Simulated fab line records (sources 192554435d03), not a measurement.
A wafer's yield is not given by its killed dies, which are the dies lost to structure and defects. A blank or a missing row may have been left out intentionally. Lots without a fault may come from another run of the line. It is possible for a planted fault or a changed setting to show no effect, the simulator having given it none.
fab line records ; flow n5Finfet
record: lots: 7; wafers: 39
route steps=1938 shown WELL_APT@26 FIN_SAQP@96 DUMMY_GATE@243 HKMG_FIN@451 MOL_CONTACT_COAG@544 BEOL_M0@736 BEOL_M2@904 BEOL_M3@977 BEOL_M4@1111
startH: start of the lot's first displayed wafer, in hours after the record's first day ; waitH: time in hours since the lot's previous step ; " as in the row above ; L1.1+2: several wafers, shown together as one row ; - either no value or no given start ; * or withheld: withheld ; < > ~ a bound
route shown NAME@n: NAME is a module with steps in the file, n the number in the route of the first one ; usual: average and standard deviation across the fault-free wafers ; same: alike in all rows ; chamber/n: place in a boat ; sites: per-site readings ; _std_site: standard deviation of those values ; _edge_site: mean of outer sites minus mean of inner sites ; radiusMm: how far each site lies from the wafer's centre ; mask NAME#n: copy n ; behind: the last tool/chamber to shape the wafer ; hold: the reason the lot was held/the length of the hold in hours/how it ended ; device: names the non-switching transistor (n, p or np) ; end of line: at the end of the route, the tests of the same wafers ; step lacking rows: just its recipe ; killed: count of dies lost to structure and defects at first sort (not the wafer's yield) ; map: dies across one wafer; x = killed, . = not, _ = none there
set.NAME: the setting as run; set.NAME@STEP: as run at that earlier step ; model.NAME: the simulator's own value behind a step, which no gauge read
lots with deliberately changed settings; one table per step, one row per wafer
== steps ==
step: N5_WELL_APT_DEVELOP_07
recipe: developTimeS: 45; rinseLiquid: surfactantRinse; dry: airSpin; devTempC: 21
step: N5_FIN_SAQP_HM_DEP_03
recipe: material: SiNx; targetThkA: 380; tempC: 400; precursor: SiH4/NH3/N2; pressureTorr: 1.5; rfW: 300; timeS: 33.6
step: N5_DUMMY_GATE_ETCH_31
recipe: chemistry: C4F6/O2; target: SiO2; maskMaterial: SOC; targetDepthA: 825; timeS: 27.5; ionEnergyEv: 250; pressureMtorr: 30; sourceW: 345; biasW: 185; Ar_flow_sccm: 300; C4F6_flow_sccm: 10; O2_flow_sccm: 10
step: N5_HKMG_FIN_ETCH_67
recipe: chemistry: N2/H2; target: SOC; targetDepthA: 3889; stopOn: TiN; ionEnergyEv: 100; biasW: 61; pressureMtorr: 30; sourceW: 850; n2FlowSccm: 200; h2FlowSccm: 200
step: N5_MOL_CONTACT_COAG_ALD_20
recipe: material: TiN; targetThkA: 15; tempC: 400; aldPrecursorFamily: TiCl4; aldCoReactant: NH3; pulseTimeS: 1; purgeTimeS: 3; coReactantPurgeTimeS: 2; coReactantPulseTimeS: 2; aldCycles: 68; pressureTorr: 3
step: N5_BEOL_M0_SPUTTER_132
recipe: material: Cu; targetThkA: 40; tempC: -20; chamberPressurePa: 0.07; powerW: withheld; timeS: 7.37
step: N5_BEOL_M2_SPUTTER_48
recipe: material: Cu; targetThkA: 45; tempC: -20; chamberPressurePa: 0.07; powerW: withheld; timeS: 8.29
step: N5_BEOL_M3_VIA_ETCH_34
recipe: chemistry: C4F6/O2; targetDepthA: 694; maskMaterial: SOC; pressureMtorr: 15; ionEnergyEv: 250; taperDeg: 4; timeS: 65.9; sourceW: 350; biasW: 170; Ar_flow_sccm: 300; C4F6_flow_sccm: 10; O2_flow_sccm: 10
step: N5_BEOL_M4_RC_MEAS_101
usual: IOFF_P: 0.217/0.029; IOFF_P_85C: 3.7/0.42; IOFF_P_LIN: 0.103/0.011; VT_N: 250.0/2.5
lot.wafer;tool;chamber;startH;waitH;device;set.developTimeS@WELL_APT_DEVELOP_07;set.timeS@FIN_SAQP_HM_DEP_03;set.targetDepthA@DUMMY_GATE_ETCH_31;set.targetDepthA@HKMG_FIN_ETCH_67;set.aldCycles@MOL_CONTACT_COAG_ALD_20;set.targetThkA@BEOL_M0_SPUTTER_132;set.timeS@BEOL_M2_SPUTTER_48;set.timeS@BEOL_M3_VIA_ETCH_34;IOFF_P[nA/um];IOFF_P_85C[nA/um];IOFF_P_LIN[nA/um];VT_N[mV]
L076.1;prober-01;0;185.45;0.0;-;45;33.6;825;3889;68;40;8.29;65.9;0.222;3.8;0.105;246.3
L076.5;prober-01;0;185.45;0.0;-;45;33.6;825;3889;68;40;8.29;65.9;0.220;3.9;0.105;247.8
L076.6;prober-01;0;185.45;0.0;-;45;33.6;825;3889;68;40;8.29;65.9;0.177;3.2;0.090;251.0
L078.1;prober-01;0;195.34;0.0;-;45;28.11;825;3889;68;40;3.322;36.37;0.273;4.6;0.125;246.1
L078.2;prober-01;0;195.34;0.0;np;21.28;33.6;427.7;3889;68;50.47;3.322;65.9;-;-;-;-
L078.3;prober-01;0;195.34;0.0;-;21.28;28.11;825;3889;68;50.47;8.29;65.9;0.283;4.7;0.129;244.6
L078.4;prober-01;0;195.34;0.0;np;21.28;33.6;427.7;3889;68;40;8.29;36.37;-;-;-;-
L078.5;prober-01;0;195.34;0.0;np;45;28.11;427.7;3889;68;50.47;3.322;36.37;-;-;-;-
L078.6;prober-01;0;195.34;0.0;-;45;33.6;825;3889;68;40;8.29;65.9;0.254;4.3;0.118;249.1
L083.1;prober-02;0;233.87;0.0;-;45;33.6;1311;3889;68;40;8.29;65.9;0.209;3.6;0.102;250.9
L083.2;prober-02;0;233.87;0.0;-;45;17.37;825;2639;68;40;8.29;65.9;0.240;4.1;0.115;245.7
L083.3;prober-02;0;233.87;0.0;-;45;17.37;1311;3889;68;40;8.29;65.9;0.304;4.9;0.132;241.4
L083.4;prober-02;0;233.87;0.0;-;45;33.6;825;2639;68;40;8.29;65.9;0.186;3.3;0.093;248.8
L083.5;prober-02;0;233.87;0.0;-;45;17.37;1311;2639;68;40;8.29;65.9;0.270;4.5;0.121;244.0
L083.6;prober-02;0;233.87;0.0;-;45;33.6;825;3889;68;40;8.29;65.9;0.220;3.7;0.105;249.3
L086.1;prober-01;0;243.84;0.0;-;51.91;18.7;825;3889;68;40;8.29;65.9;0.316;5.1;0.137;244.2
L086.2;prober-01;0;243.84;0.0;-;51.91;18.7;635.6;6220;68;40;4.758;88.67;0.291;4.9;0.133;243.8
L086.3;prober-01;0;243.84;0.0;-;45;18.7;825;6220;68;40;4.758;88.67;0.259;4.3;0.122;246.9
L086.4;prober-01;0;243.84;0.0;-;45;33.6;635.6;3889;68;40;4.758;65.9;0.233;4.0;0.112;249.8
L086.5;prober-01;0;243.84;0.0;-;45;33.6;825;6220;68;40;8.29;65.9;0.210;3.6;0.104;249.9
L086.6;prober-01;0;243.84;0.0;-;51.91;33.6;635.6;3889;68;40;8.29;88.67;0.216;3.7;0.107;250.2
L090.1;prober-02;0;263.15;0.0;-;45;33.6;1239;3889;68;40;8.29;40.48;0.167;3.0;0.082;254.7
L090.2;prober-02;0;263.15;0.0;-;45;44.23;1239;3889;80;61.78;8.29;65.9;0.153;2.8;0.075;255.5
L090.3;prober-02;0;263.15;0.0;-;45;44.23;825;3889;68;40;3.34;65.9;0.150;2.7;0.074;255.7
L090.4;prober-02;0;263.15;0.0;-;45;44.23;1239;3889;80;40;3.34;40.48;0.152;2.8;0.076;253.6
L090.5;prober-02;0;263.15;0.0;-;45;33.6;825;3889;68;61.78;8.29;65.9;0.147;2.7;0.074;255.8
L090.6;prober-02;0;263.15;0.0;-;45;33.6;825;3889;80;61.78;3.34;40.48;0.162;2.9;0.079;252.4
L091.1;prober-02;0;270.15;0.0;-;45;33.6;1090;3889;68;40;8.29;65.9;0.226;3.9;0.103;251.9
L091.2;prober-02;0;270.15;0.0;-;45;33.6;825;3889;68;40;4.926;47.12;0.213;3.7;0.099;252.0
L091.3;prober-02;0;270.15;0.0;-;36.23;33.6;825;3889;68;60.53;8.29;47.12;0.167;3.1;0.083;253.4
L091.4;prober-02;0;270.15;0.0;-;45;33.6;1090;3889;68;60.53;4.926;65.9;0.191;3.5;0.091;254.5
L091.5;prober-02;0;270.15;0.0;-;36.23;33.6;825;3889;68;60.53;8.29;65.9;0.197;3.5;0.094;249.7
L091.6;prober-02;0;270.15;0.0;-;36.23;33.6;1090;3889;68;40;4.926;47.12;0.191;3.4;0.092;253.3
L095.1;prober-01;0;286.38;0.0;-;45;51.11;825;2233;28;40;8.29;98.06;0.177;3.1;0.091;254.2
L095.2;prober-01;0;286.38;0.0;-;29.87;51.11;988.4;2233;68;20.8;8.29;65.9;0.168;2.9;0.089;257.7
L095.3;prober-01;0;286.38;0.0;-;45;33.6;825;2233;28;20.8;8.29;65.9;0.221;3.7;0.107;250.5
L095.4;prober-01;0;286.38;0.0;-;45;33.6;988.4;3889;68;40;8.29;98.06;0.234;3.9;0.112;248.8
L095.5;prober-01;0;286.38;0.0;-;29.87;51.11;988.4;3889;28;40;8.29;65.9;0.211;3.6;0.104;252.7
L095.6;prober-01;0;286.38;0.0;-;29.87;33.6;825;3889;68;20.8;8.29;98.06;0.214;3.6;0.105;252.6
== key ==
split: step: N5_WELL_APT_DEVELOP_07; setting: developTimeS; statedAs: 45
response none clear
split: step: N5_FIN_SAQP_HM_DEP_03; setting: timeS; statedAs: 33.6
response: step: N5_BEOL_M4_RC_MEAS_101; reading: IOFF_P_LIN; slope: -0.000363; per: 1%; togetherWith: all; explained: 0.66
response: step: N5_BEOL_M4_RC_MEAS_101; reading: IOFF_P_85C; slope: -0.0153; per: 1%; togetherWith: all; explained: 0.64
response: step: N5_BEOL_M4_RC_MEAS_101; reading: VT_N; slope: +0.0976; per: 1%; togetherWith: all; explained: 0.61
response: step: N5_BEOL_M4_RC_MEAS_101; reading: IOFF_P; slope: -0.00105; per: 1%; togetherWith: all; explained: 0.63
split: step: N5_DUMMY_GATE_ETCH_31; setting: targetDepthA; statedAs: 825
response none clear
split: step: N5_HKMG_FIN_ETCH_67; setting: targetDepthA; statedAs: 3889
response none clear
split: step: N5_MOL_CONTACT_COAG_ALD_20; setting: aldCycles; statedAs: 68
response none clear
split: step: N5_BEOL_M0_SPUTTER_132; setting: targetThkA; statedAs: 40
response none clear
split: step: N5_BEOL_M2_SPUTTER_48; setting: timeS; statedAs: 8.29
response none clear
split: step: N5_BEOL_M3_VIA_ETCH_34; setting: timeS; statedAs: 65.9
response none clear
